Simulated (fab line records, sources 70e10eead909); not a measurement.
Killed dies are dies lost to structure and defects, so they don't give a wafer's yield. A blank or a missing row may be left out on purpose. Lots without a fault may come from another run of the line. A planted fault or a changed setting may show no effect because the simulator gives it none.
A struck lot beside a sound one | flow nand_harc | 23 steps out of a route of 1302
Sound: wafers L788.1, L788.4, L788.5. Struck: wafers L804.3, L804.4, L804.6. The cause comes at the end.
At each step with rows: each side's tool, then ch and its chambers, then its first start. Under that, the readings that differ: sound wafers | struck wafers | difference of the means | sigmas: that difference in standard deviations of wafers without a fault.
alike: readings whose means differ by less than 2 such deviations, and words and numbers that are the same on both sides. not compared: withheld readings, readings that some wafer has no value for, bounds like >300 that may hide the same value, and numbers for which the record gives no deviation and whose values overlap.
The two part at a step that has a row with sigmas, a row that says differs or no value, or rows on one side only. Numbers that don't overlap but have no deviation are shown without sigmas and don't part them. A reading that every wafer of one side lacks parts them only if that side has two wafers or more.

NHARC_A_CONTACT_CMP_20: polishes, t overpolish 30 s, target thk 300 nm.
  sound on cmp-04 ch 1,2, day 22 23:40; struck on cmp-03 ch 0,3, day 29 01:37
  alike: motor_current_A, overpolish_run_s, slurry_filter_dp_kPa, slurry_flow_ml_min, time_to_endpoint_s
then, 1 step without rows for these wafers: NHARC_A_CONTACT_SRD_22.
NHARC_A_CONTACT_INSPECT_23:
  sound on defect_inspect-01, day 23 00:04; struck on defect_inspect-02, day 29 02:01
  alike: raw_defect_count
then, 8 steps without rows for these wafers: NHARC_A_BLC_DEHYDRATE_00 (time 120 s); NHARC_A_BLC_HMDS_01 (time 30 s); NHARC_A_BLC_COAT_02 (time 75 s); NHARC_A_BLC_COAT_03 (time 65 s); NHARC_A_BLC_COAT_04 (resist thk 90 nm); NHARC_A_BLC_SOFTBAKE_05 (time 55 s); NHARC_A_BLC_EBR_06; NHARC_A_BLC_EXPOSE_07 (exposes mask A BLC, target cd 100 nm).
NHARC_A_BLC_PEB_08: peb time 65 s.
  sound on litho_track-04 ch 0, day 23 00:31; struck on litho_track-04 ch 0, day 29 02:26
  reading                  | sound              | struck            | difference | sigmas
  heater_power_total_W (W) | 156.2 156.9 156.6  | 149.2 150.2 149.9 | -6.8       | -17
  plate_temp_C (C)         | 99.86 100.17 99.80 | 97.06 96.81 96.88 | -3.03      | -22
  alike: exhaust_pa, resist_line_temp_C
then, 1 step without rows for these wafers: NHARC_A_BLC_DEVELOP_09 (develop time 35 s).
NHARC_A_BLC_CD_MEAS_10: target cd 100 nm.
  sound on cd_sem-03 ch 0, day 23 00:35; struck on cd_sem-01 ch 0, day 29 02:32
  reading    | sound             | struck         | difference | sigmas
  cd_nm (nm) | 101.1 101.0 100.6 | 87.6 87.3 87.3 | -13.5      | -25
NHARC_A_BLC_OVL_MEAS_11:
  sound on overlay-01, day 23 00:41; struck on overlay-02, day 29 02:37
  alike: overlay_x_nm, overlay_y_nm
NHARC_A_BLC_INSPECT_12:
  sound on defect_inspect-02, day 23 00:43; struck on defect_inspect-02, day 29 02:39
  alike: raw_defect_count
NHARC_A_BLC_DESCUM_15: chemistry O2, time 3 s.
  sound on rie_diel-02 ch 1,3, day 23 00:47; struck on rie_diel-05 ch 0,3, day 29 02:43
  reading                | sound           | struck            | difference | sigmas
  model.A_BLC.cd_nm (nm) | 100.6 100.9 101 | 87.05 87.16 87.37 | -13.64     |
  alike: drypump_motor_current_A, oes_product_au, rf_vpp_V, showerhead_plenum_p_Torr, throttle_valve_pct
  not compared: rf_hours_counter_h
NHARC_A_BLC_ETCH_16: etches the open film in CF4, target depth 39 nm, time 65 s.
  sound on rie_diel-02 ch 1,3, day 23 00:52; struck on rie_diel-05 ch 1,2,3, day 29 02:48
  alike: drypump_motor_current_A, oes_product_au, rf_vpp_V, showerhead_plenum_p_Torr, throttle_valve_pct
  not compared: rf_hours_counter_h
NHARC_A_BLC_ETCH_17: etches the open film in N2/H2, target depth 390 nm, time 609.38 s.
  sound on rie_diel-02 ch 1,2; struck on rie_diel-05 ch 0,1,3
  alike: drypump_motor_current_A, oes_product_au, rf_vpp_V, showerhead_plenum_p_Torr, throttle_valve_pct
  not compared: rf_hours_counter_h
NHARC_A_BLC_ETCH_18: etches the open film in C4F8/O2/Ar, target depth 910 nm.
  sound on rie_diel-02 ch 0,2,3; struck on rie_diel-05 ch 1,2,3
  reading                | sound             | struck            | difference | sigmas
  oes_product_au (a.u.)  | 0.935 0.918 0.927 | 0.963 0.979 0.986 | +0.049     | +2
  model.A_BLC.cd_nm (nm) | 99.24 101.2 100.2 | 85.85 87.49 84.75 | -14.18     |
  alike: rf_vpp_V
  not compared: rf_hours_counter_h
NHARC_A_BLC_CD_MEAS_19:
  sound on cd_sem-03, day 23 01:45; struck on cd_sem-01, day 29 03:41
  reading    | sound           | struck         | difference | sigmas
  cd_nm (nm) | 99.6 101.1 99.9 | 85.7 87.7 85.0 | -14.1      | -9
NHARC_A_BLC_STRIP_29: strips in CF4.
  sound on rie_diel-05 ch 0,2,3, day 23 01:51; struck on rie_diel-05 ch 1,2, day 29 03:44
  alike: drypump_motor_current_A, oes_product_au, rf_vpp_V, showerhead_plenum_p_Torr, throttle_valve_pct
  not compared: rf_hours_counter_h
NHARC_END_SORT_01:
  the record has rows for the struck wafers here (prober-02 ch 0, day 31 00:49) and none for the sound ones

WHERE THEY PART
First at NHARC_A_BLC_PEB_08; last, within this record, at NHARC_END_SORT_01.

WHY: what the simulator had put in
Process parameter drift: litho_track-04, from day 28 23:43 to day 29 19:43, at NHARC_A_BLC_PEB_08. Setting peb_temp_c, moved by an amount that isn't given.
